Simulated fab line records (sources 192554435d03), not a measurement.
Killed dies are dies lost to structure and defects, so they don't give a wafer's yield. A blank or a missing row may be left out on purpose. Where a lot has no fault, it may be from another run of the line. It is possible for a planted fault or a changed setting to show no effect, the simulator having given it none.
fab line records ; flow n5_finfet ; part 2 of 2: steps 5 to 6 of 6
record lots=23; wafers=69; last_day=21
route steps=1938 shown MOL_CONTACT_COAG@562
lots untouched by any fault: they come from a run of this same line in which no faults occurred
start_h: the number of hours between the record's first day and the start of the first shown wafer of the lot ; wait_h: hours since the lot's step before ; " unchanged from the row above ; L1.1+2: one row covering several wafers at once ; - no value present, or no start provided ; * or withheld: withheld ; < > ~ a bound
route shown NAME@n: names a module that has steps shown in the file, with the first one's number in the route ; usual: mean and standard deviation over wafers with no fault ; same: alike in all rows ; chamber/n: place in a boat ; sites: per-site readings ; _std_site: how widely they spread, as a standard deviation ; _edge_site: inner sites' mean taken away from outer sites' mean ; radius_mm: for every site, how far away it sits from the centre of the wafer ; mask NAME#n: copy n ; behind: the last tool/chamber to shape the wafer ; hold: the reason the lot was held/the length of the hold in hours/how it ended ; device: whichever transistor did not switch (one of n, p or np) ; end of line: the same wafers' tests at the end of the route ; where a step has no rows: the recipe by itself ; killed: dies lost to structure and defects at the first sort, not the wafer's yield ; map: per-die view of a wafer (x killed, . not killed, _ where there is no die)
set.NAME: the setting that was run; set.NAME@STEP: the one run at that earlier step ; model.NAME: the simulator's own value behind a step, which no gauge read
route steps across a sampled set of lots; one table per step, one row per wafer
services: the hour from which a tool's chamber was out of use, counted from the record's first day as start_h (under 0 if before that day), plus the number of hours and why
## steps
# step N5_MOL_CONTACT_COAG_ETCH_67
# recipe chemistry=N2/H2; target=SOC; target_depth_a=600; overetch_a=210; mask_material=SiARC; temp_c=40; time_s=101.2; ion_energy_ev=200; pressure_mtorr=30; source_w=840; bias_w=150; n2_flow_sccm=200; h2_flow_sccm=200
# usual drypump_motor_current_A=5.5/0.49; oes_product_au=0.67/0.067; rf_vpp_V=523.7/2.1; showerhead_plenum_p_Torr=2.54/0.077; throttle_valve_pct=17.61/0.22
lot.wafer;tool;chamber;start_h;wait_h;drypump_motor_current_A;oes_product_au;rf_hours_counter_h;rf_vpp_V;showerhead_plenum_p_Torr;throttle_valve_pct
L074.3;rie_diel-04;2;101.31;0.0;4.9;0.65;118;524.4;2.56;17.41
L074.4;rie_diel-04;1;101.31;0.0;6.3;0.78;11;526.3;2.62;17.88
L074.6;rie_diel-04;2;101.31;0.0;4.9;0.65;-;524.7;2.56;17.42
L075.1;rie_diel-05;2;104.23;0.0;5.4;0.66;117;524.6;2.55;17.37
L075.3;rie_diel-05;3;104.23;0.0;5.3;0.56;250;522.2;2.50;18.00
L075.6;rie_diel-05;0;104.23;0.0;5.2;0.68;-;525.8;2.57;17.53
L077.3;rie_diel-01;3;121.77;0.0;5.7;0.73;43;521.3;2.50;17.43
L077.5;rie_diel-01;2;121.77;0.0;5.3;0.60;-;520.7;2.40;17.51
L077.6;rie_diel-01;3;121.77;0.0;5.7;0.74;-;521.3;2.50;17.44
L078.2;rie_diel-05;3;127.37;0.0;5.3;0.84;2;522.0;2.50;17.55
L078.4;rie_diel-05;2;127.37;0.0;5.4;0.65;121;524.3;2.54;17.38
L078.6;rie_diel-05;2;127.37;0.0;5.4;0.65;-;524.6;2.54;17.37
L079.2;rie_diel-04;1;135.66;0.0;6.4;0.75;21;524.4;2.61;17.90
L079.3;rie_diel-04;2;135.66;0.0;4.9;0.65;129;524.8;2.56;17.42
L079.4;rie_diel-04;2;135.66;0.0;4.9;0.65;-;524.9;2.56;17.43
L080.2;rie_diel-01;2;146.10;0.0;5.2;0.60;221;519.4;2.40;17.53
L080.3;rie_diel-01;3;146.10;0.0;5.6;0.72;49;522.9;2.50;17.46
L080.5;rie_diel-01;0;146.10;0.0;5.5;0.61;-;523.0;2.54;17.84
L081.1;rie_diel-05;3;150.10;0.0;5.2;0.81;8;521.3;2.49;17.56
L081.2;rie_diel-05;1;150.10;0.0;6.4;0.74;25;521.9;2.49;17.40
L081.5;rie_diel-05;0;150.10;0.0;5.3;0.67;-;525.3;2.56;17.54
L082.2;rie_diel-05;0;152.10;0.0;5.3;0.67;93;524.3;2.56;17.56
L082.5;rie_diel-05;3;152.10;0.0;5.3;0.81;-;522.8;2.49;17.54
L082.6;rie_diel-05;0;152.10;0.0;5.3;0.68;-;525.5;2.56;17.57
L083.2;rie_diel-05;0;156.46;0.0;5.2;0.67;95;523.4;2.56;17.56
L083.3;rie_diel-05;3;156.46;0.0;5.3;0.81;10;522.1;2.49;17.56
L083.4;rie_diel-05;2;156.46;0.0;5.4;0.66;129;524.8;2.54;17.41
L084.2;rie_diel-05;2;160.33;0.0;5.4;0.64;131;524.4;2.54;17.40
L084.4;rie_diel-05;0;160.33;0.0;5.3;0.67;96;524.8;2.56;17.55
L084.5;rie_diel-05;2;160.33;0.0;5.4;0.65;-;523.6;2.54;17.40
L085.1;rie_diel-01;2;165.16;0.0;5.2;0.59;225;518.7;2.40;17.55
L085.2;rie_diel-01;1;165.16;0.0;5.1;0.63;153;527.4;2.70;18.03
L085.3;rie_diel-01;3;165.16;0.0;5.7;0.72;53;522.7;2.50;17.47
L086.3;rie_diel-04;3;172.35;0.0;6.6;0.60;205;526.8;2.61;17.56
L086.4;rie_diel-04;1;172.35;0.0;6.4;0.74;30;525.7;2.61;17.92
L086.5;rie_diel-04;0;172.35;0.0;5.8;0.57;-;524.4;2.48;17.53
L087.2;rie_diel-01;0;178.08;0.0;5.5;0.60;188;523.0;2.53;17.86
L087.3;rie_diel-01;1;178.08;0.0;5.1;0.62;156;526.7;2.69;18.02
L087.5;rie_diel-01;0;178.08;0.0;5.5;0.60;-;524.0;2.53;17.85
L088.3;rie_diel-04;0;180.10;0.0;5.8;0.58;225;523.4;2.48;17.55
L088.5;rie_diel-04;1;180.10;0.0;6.3;0.74;-;525.7;2.61;17.92
L088.6;rie_diel-04;2;180.10;0.0;4.9;0.63;-;523.8;2.56;17.45
L089.2;rie_diel-01;0;188.68;0.0;5.5;0.60;192;524.1;2.53;17.87
L089.4;rie_diel-01;1;188.68;0.0;5.1;0.62;160;527.2;2.69;18.05
L089.6;rie_diel-01;0;188.68;0.0;5.5;0.60;-;523.2;2.53;17.86
L090.2;rie_diel-01;1;192.00;0.0;5.1;0.63;161;527.9;2.69;18.06
L090.4;rie_diel-01;3;192.00;0.0;5.6;0.71;61;523.9;2.49;17.49
L090.5;rie_diel-01;0;192.00;0.0;5.5;0.60;-;522.2;2.53;17.87
L091.1;rie_diel-05;3;200.43;0.0;5.3;0.79;20;523.0;2.49;17.58
L091.2;rie_diel-05;2;200.43;0.0;5.4;0.64;140;525.1;2.54;17.43
L091.4;rie_diel-05;1;200.43;0.0;6.4;0.73;38;522.1;2.49;17.42
L092.1;rie_diel-01;3;210.43;0.0;5.6;0.70;67;522.6;2.49;17.50
L092.4;rie_diel-01;2;210.43;0.0;5.2;0.58;-;519.4;2.39;17.56
L092.6;rie_diel-01;1;210.43;0.0;5.1;0.62;-;527.2;2.69;18.06
L093.1;rie_diel-01;1;212.81;0.0;5.1;0.62;169;525.7;2.69;18.05
L093.5;rie_diel-01;3;212.81;0.0;5.7;0.70;-;521.9;2.49;17.47
L093.6;rie_diel-01;2;212.81;0.0;5.3;0.58;-;520.0;2.39;17.55
L094.2;rie_diel-01;2;226.00;0.0;5.2;0.58;245;520.0;2.39;17.56
L094.3;rie_diel-01;0;226.00;0.0;5.5;0.60;203;522.0;2.53;17.88
L094.4;rie_diel-01;1;226.00;0.0;5.1;0.61;173;526.5;2.69;18.06
L095.2;rie_diel-01;0;227.63;0.0;5.5;0.59;204;523.0;2.53;17.89
L095.3;rie_diel-01;2;227.63;0.0;5.3;0.58;245;518.6;2.39;17.57
L095.5;rie_diel-01;0;227.63;0.0;5.5;0.60;-;523.7;2.53;17.88
L096.2;rie_diel-05;3;231.13;0.0;5.3;0.77;31;522.6;2.48;17.58
L096.3;rie_diel-05;0;231.13;0.0;5.3;0.65;114;524.6;2.55;17.59
L096.4;rie_diel-05;2;231.13;0.0;5.4;0.62;152;523.4;2.53;17.43
L097.1;rie_diel-05;3;241.59;0.0;5.3;0.76;35;522.4;2.48;17.60
L097.2;rie_diel-05;0;241.59;0.0;5.2;0.65;117;525.3;2.55;17.61
L097.4;rie_diel-05;2;241.59;0.0;5.4;0.63;156;523.3;2.53;17.44
# step N5_MOL_CONTACT_COAG_ETCH_48
# recipe chemistry=C4F6/O2; target_depth_a=150; overetch_a=45; mask_material=SOC; target=SiOC; bias_w=465; pressure_mtorr=10; time_s=17; source_w=335; Ar_flow_sccm=300; C4F6_flow_sccm=10; O2_flow_sccm=10; ion_energy_ev=576
# usual C4F6_flow_sccm=10.000/0.027; drypump_motor_current_A=5.5/0.48; oes_product_au=0.67/0.077; rf_vpp_V=1595/41; showerhead_plenum_p_Torr=2.84/0.07; throttle_valve_pct=40.4/0.34
lot.wafer;tool;chamber;start_h;wait_h;C4F6_flow_sccm;drypump_motor_current_A;oes_product_au;rf_hours_counter_h;rf_vpp_V;showerhead_plenum_p_Torr;throttle_valve_pct
L074.3;rie_diel-04;2;101.50;0.0;10.016;4.9;0.69;119;1644;2.87;40.4
L074.4;rie_diel-04;1;101.50;0.0;9.972;6.4;0.71;11;1651;2.91;40.7
L074.6;rie_diel-04;2;101.50;0.0;10.043;4.9;0.62;-;1644;2.87;40.4
L075.1;rie_diel-05;2;104.42;0.0;9.931;5.4;0.71;117;1618;2.89;40.6
L075.3;rie_diel-05;3;104.42;0.0;10.047;5.2;0.60;250;1640;2.80;40.5
L075.6;rie_diel-05;0;104.42;0.0;10.028;5.3;0.71;-;1596;2.87;40.4
L077.3;rie_diel-01;3;121.97;0.0;10.034;5.6;0.73;43;1531;2.77;39.7
L077.5;rie_diel-01;2;121.97;0.0;10.030;5.2;0.53;-;1591;2.73;40.6
L077.6;rie_diel-01;3;121.97;0.0;10.037;5.6;0.73;-;1532;2.77;39.7
L078.2;rie_diel-05;3;127.56;0.0;9.983;5.3;0.89;2;1639;2.80;40.1
L078.4;rie_diel-05;2;127.56;0.0;9.989;5.4;0.71;121;1618;2.89;40.6
L078.6;rie_diel-05;2;127.56;0.0;10.004;5.4;0.72;-;1616;2.89;40.6
L079.2;rie_diel-04;1;135.85;0.0;10.015;6.4;0.74;21;1651;2.91;40.7
L079.3;rie_diel-04;2;135.85;0.0;9.980;4.9;0.61;129;1642;2.86;40.4
L079.4;rie_diel-04;2;135.85;0.0;9.998;4.9;0.68;-;1642;2.86;40.5
L080.2;rie_diel-01;2;146.29;0.0;9.934;5.2;0.60;221;1589;2.72;40.6
L080.3;rie_diel-01;3;146.29;0.0;10.041;5.7;0.76;49;1531;2.76;39.7
L080.5;rie_diel-01;0;146.29;0.0;9.966;5.5;0.66;-;1629;2.85;40.8
L081.1;rie_diel-05;3;150.29;0.0;9.972;5.3;0.73;8;1639;2.79;40.1
L081.2;rie_diel-05;1;150.29;0.0;9.998;6.4;0.75;25;1536;2.80;40.5
L081.5;rie_diel-05;0;150.29;0.0;9.999;5.2;0.65;-;1596;2.87;40.4
L082.2;rie_diel-05;0;152.29;0.0;9.994;5.3;0.68;94;1596;2.86;40.4
L082.5;rie_diel-05;3;152.29;0.0;9.995;5.3;0.82;-;1639;2.79;40.1
L082.6;rie_diel-05;0;152.29;0.0;9.980;5.3;0.68;-;1594;2.86;40.4
L083.2;rie_diel-05;0;156.65;0.0;10.033;5.2;0.66;95;1594;2.86;40.4
L083.3;rie_diel-05;3;156.65;0.0;10.041;5.2;0.77;10;1640;2.79;40.1
L083.4;rie_diel-05;2;156.65;0.0;10.026;5.4;0.69;129;1617;2.88;40.6
L084.2;rie_diel-05;2;160.52;0.0;9.972;5.4;0.68;131;1616;2.88;40.6
L084.4;rie_diel-05;0;160.52;0.0;10.011;5.3;0.67;96;1593;2.86;40.4
L084.5;rie_diel-05;2;160.52;0.0;10.028;5.4;0.70;-;1618;2.88;40.6
L085.1;rie_diel-01;2;165.35;0.0;9.937;5.2;0.62;225;1590;2.72;40.6
L085.2;rie_diel-01;1;165.35;0.0;9.955;5.1;0.62;153;1613;2.96;40.5
L085.3;rie_diel-01;3;165.35;0.0;10.004;5.6;0.72;53;1532;2.76;39.7
L086.3;rie_diel-04;3;172.54;0.0;10.001;6.5;0.57;205;1515;2.91;39.5
L086.4;rie_diel-04;1;172.54;0.0;9.998;6.3;0.67;30;1651;2.91;40.7
L086.5;rie_diel-04;0;172.54;0.0;9.976;5.7;0.53;-;1604;2.84;40.3
L087.2;rie_diel-01;0;178.28;0.0;9.981;5.5;0.62;188;1629;2.84;40.8
L087.3;rie_diel-01;1;178.28;0.0;10.022;5.1;0.64;156;1613;2.96;40.5
L087.5;rie_diel-01;0;178.28;0.0;10.023;5.5;0.63;-;1627;2.84;40.8
L088.3;rie_diel-04;0;180.30;0.0;10.022;5.8;0.59;225;1604;2.84;40.3
L088.5;rie_diel-04;1;180.30;0.0;9.975;6.4;0.81;-;1651;2.90;40.8
L088.6;rie_diel-04;2;180.30;0.0;9.981;4.9;0.55;-;1644;2.86;40.4
L089.2;rie_diel-01;0;188.87;0.0;10.002;5.5;0.58;192;1630;2.84;40.8
L089.4;rie_diel-01;1;188.87;0.0;10.020;5.0;0.61;160;1612;2.96;40.5
L089.6;rie_diel-01;0;188.87;0.0;10.006;5.5;0.61;-;1628;2.84;40.8
L090.2;rie_diel-01;1;192.19;0.0;9.972;5.1;0.64;161;1612;2.96;40.5
L090.4;rie_diel-01;3;192.19;0.0;9.968;5.7;0.67;61;1532;2.76;39.7
L090.5;rie_diel-01;0;192.19;0.0;9.990;5.5;0.61;-;1627;2.84;40.8
L091.1;rie_diel-05;3;200.62;0.0;9.956;5.3;0.73;20;1639;2.79;40.1
L091.2;rie_diel-05;2;200.62;0.0;10.006;5.4;0.64;141;1617;2.88;40.6
L091.4;rie_diel-05;1;200.62;0.0;10.007;6.4;0.74;38;1536;2.80;40.5
L092.1;rie_diel-01;3;210.62;0.0;9.987;5.6;0.73;67;1532;2.76;39.8
L092.4;rie_diel-01;2;210.62;0.0;10.032;5.2;0.63;-;1589;2.72;40.6
L092.6;rie_diel-01;1;210.62;0.0;10.050;5.1;0.62;-;1612;2.96;40.5
L093.1;rie_diel-01;1;213.00;0.0;9.964;5.1;0.62;169;1612;2.96;40.5
L093.5;rie_diel-01;3;213.00;0.0;9.976;5.6;0.66;-;1532;2.76;39.7
L093.6;rie_diel-01;2;213.00;0.0;9.991;5.2;0.57;-;1590;2.71;40.6
L094.2;rie_diel-01;2;226.19;0.0;10.024;5.2;0.55;245;1589;2.71;40.6
L094.3;rie_diel-01;0;226.19;0.0;10.052;5.5;0.61;203;1629;2.84;40.8
L094.4;rie_diel-01;1;226.19;0.0;9.995;5.1;0.63;173;1612;2.96;40.5
L095.2;rie_diel-01;0;227.82;0.0;9.965;5.5;0.60;204;1628;2.84;40.8
L095.3;rie_diel-01;2;227.82;0.0;10.026;5.2;0.60;245;1589;2.71;40.6
L095.5;rie_diel-01;0;227.82;0.0;9.931;5.5;0.62;-;1629;2.84;40.8
L096.2;rie_diel-05;3;231.32;0.0;10.013;5.3;0.78;31;1637;2.78;40.2
L096.3;rie_diel-05;0;231.32;0.0;9.999;5.2;0.65;114;1594;2.86;40.4
L096.4;rie_diel-05;2;231.32;0.0;10.044;5.4;0.64;152;1616;2.87;40.6
L097.1;rie_diel-05;3;241.78;0.0;9.974;5.3;0.82;35;1638;2.78;40.2
L097.2;rie_diel-05;0;241.78;0.0;9.978;5.3;0.71;118;1593;2.85;40.4
L097.4;rie_diel-05;2;241.78;0.0;10.009;5.4;0.66;156;1616;2.87;40.6
## services
tool;chamber;start_h;hours;kind
ald_sin-01;-;84.30;2.7;repair
ald_sin-04;-;85.52;14.0;pm
ald_sin-01;2;103.47;10.7;repair
rie_diel-05;3;105.73;-;clean
rie_diel-05;3;105.73;-;consumable_replace:focus_ring
rie_diel-05;3;105.73;15.2;scheduled_down
rie_diel-05;3;105.73;15.2;vent_cycle
rie_diel-01;1;110.94;3.2;repair
rie_diel-01;-;123.84;1.0;repair
rie_diel-04;0;130.04;8.7;repair
ald_sin-04;2;143.47;6.2;repair
rie_diel-01;-;147.93;0.5;repair
rie_diel-05;-;177.06;2.8;pm
ald_sin-01;1;183.74;3.1;repair
rie_diel-05;-;188.93;0.2;repair
rie_diel-04;3;206.48;9.8;repair
rie_diel-01;0;208.40;5.3;repair
rie_diel-05;-;208.65;0.6;repair
rie_diel-01;3;226.33;4.3;repair
ald_sin-03;1;226.83;9.6;repair
ald_sin-04;0;229.62;4.6;repair
rie_diel-05;1;232.14;1.4;repair
rie_diel-01;2;238.47;-;clean
rie_diel-01;2;238.47;-;consumable_replace:focus_ring
